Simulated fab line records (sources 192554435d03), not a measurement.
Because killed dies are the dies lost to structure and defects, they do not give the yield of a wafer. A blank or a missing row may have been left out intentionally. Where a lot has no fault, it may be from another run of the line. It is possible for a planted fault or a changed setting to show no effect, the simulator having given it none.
Comparing a struck lot with a sound one + flow n5 finfet + 15 steps out of a route of 1938
Sound: these wafers, L439.1, L439.4, L439.6. Struck: wafer L446.2 (L446.3, L446.6, from the same lot, were not struck and are left out); the cause is given at the end.
For every step that has rows: the tool of each side, followed by ch and its chambers, followed by its first start. Under that, the readings that differ: sound wafers + struck wafers + difference of the means + sigmas: that difference in standard deviations of wafers without a fault.
alike: a reading whose means differ by less than 2 such deviations, as well as words and numbers matching on both sides. not compared: withheld readings; readings where some wafer has no value; bounds like >300 that might hide an equal value; numbers whose values overlap and for which the record gives no deviation.
Wherever a step has rows on one side only, a row that says differs or no value, or a row with sigmas, the two part there. Numbers that don't overlap but have no deviation are shown without sigmas and don't part them. A reading that every wafer of one side lacks parts them only if that side has two wafers or more.

first, 4 steps without rows for these wafers: N5_BEOL_M4_SOFTBAKE_23 (time 60 s); N5_BEOL_M4_EXPOSE_25 (exposes mask V3, defocus 5 nm); N5_BEOL_M4_PEB_26 (peb time 60 s); N5_BEOL_M4_DEVELOP_27 (develop time 30 s).
N5_BEOL_M4_CD_MEAS_28: target cd 26.2 nm, target cd y 24.1 nm.
  sound on cd sem-03 ch 0, day 12 20:25; struck on cd sem-01 ch 0, day 15 18:55
  alike: cd nm
N5_BEOL_M4_OVL_MEAS_29:
  sound on overlay-02 ch 0, day 12 20:27; struck on overlay-02 ch 0, day 15 18:57
  alike: V3_OVL
N5_BEOL_M4_INSPECT_30: inspects for defects (brightfield).
  sound on defect inspect-02 at day 12 20:31; struck on defect inspect-01 at day 15 19:00
  alike: raw defect count
N5_BEOL_M4_DESCUM_33: chemistry O2, time 7 s.
  sound on rie diel-04 ch 1,3, day 12 20:45; struck on rie diel-04 ch 3, day 15 19:02
  alike: drypump motor current A, oes product au, rf vpp V, showerhead plenum p Torr, throttle valve pct
  not compared: rf hours counter h
N5_BEOL_M4_ETCH_77: etches underlayer in N2/H2, target depth 6.5 nm, time 5.2 s.
  sound on rie diel-04 ch 1,3, day 12 20:47; struck on rie diel-04 ch 3, day 15 19:04
  alike: drypump motor current A, etch rf on time s, n2 flow sccm, oes product au, rf vpp V, showerhead plenum p Torr, throttle valve pct
  not compared: rf hours counter h
N5_BEOL_M4_ETCH_69: etches SiARC in CF4, target depth 15.6 nm, time 26 s.
  sound on rie diel-04 ch 1,3, day 12 20:48; struck on rie diel-04 ch 3, day 15 19:05
| reading      | sound             | struck | difference | sigmas |
|--------------|-------------------|--------|------------|--------|
| rf vpp V (V) | 184.2 184.0 183.1 | 186.0  | +2.2       | +2     |
  alike: drypump motor current A, etch rf on time s, oes product au, showerhead plenum p Torr, throttle valve pct
  not compared: rf hours counter h
N5_BEOL_M4_ALD_98: deposits SiO2, target thk 2.5 nm, pulse time 1 s, co reactant pulse time 1 s.
  sound on ald sin-02 ch 0,1, day 12 20:58; struck on ald sin-01 ch 1, day 15 19:22
  alike: heater power w, precursor pulse height rel
N5_BEOL_M4_ETCHBACK_99: etches SiO2 in CHF3, target depth 5 nm, time 10.4 s.
  sound on rie diel-04 ch 0,2, day 12 22:04; struck on rie diel-01 ch 1, day 16 00:01
  alike: drypump motor current A, oes product au, rf vpp V, showerhead plenum p Torr, throttle valve pct
  not compared: rf hours counter h
N5_BEOL_M4_ETCH_70: etches SOC in N2/H2, target depth 80 nm, overetch 24 nm, time 130 s.
  sound on rie diel-04 ch 0,2, day 12 22:07; struck on rie diel-01 ch 1, day 16 00:03
| reading                                    | sound   | struck | difference | sigmas |
|--------------------------------------------|---------|--------|------------|--------|
| model.SiARC_of_BEOL_M4_COAT_68.thk nm (nm) | 6 6 5.8 | 6.4    | +0.5       |        |
  alike: drypump motor current A, n2 flow sccm, oes product au, rf vpp V, showerhead plenum p Torr, throttle valve pct
  not compared: rf hours counter h
then, 1 step without rows for these wafers: N5_BEOL_M4_STRIP_71 (strips in N2/H2).
N5_BEOL_M4_RC_MEAS_101:
  sound on prober-01 ch 0, day 13 02:28; struck on prober-01 ch 0, day 16 04:41
  alike: DIBL_N, DIBL_P, IOFF_N, IOFF_P, ION_N, ION_P, SS_N, SS_P, VT_N, VT_P

== WHERE THEY PART ==
N5_BEOL_M4_ETCH_69 only, going by this record. Later steps at which nothing parts them and some readings are alike: N5_BEOL_M4_ALD_98, N5_BEOL_M4_ETCHBACK_99, N5_BEOL_M4_ETCH_70, N5_BEOL_M4_RC_MEAS_101.

WHY: what the simulator had put in
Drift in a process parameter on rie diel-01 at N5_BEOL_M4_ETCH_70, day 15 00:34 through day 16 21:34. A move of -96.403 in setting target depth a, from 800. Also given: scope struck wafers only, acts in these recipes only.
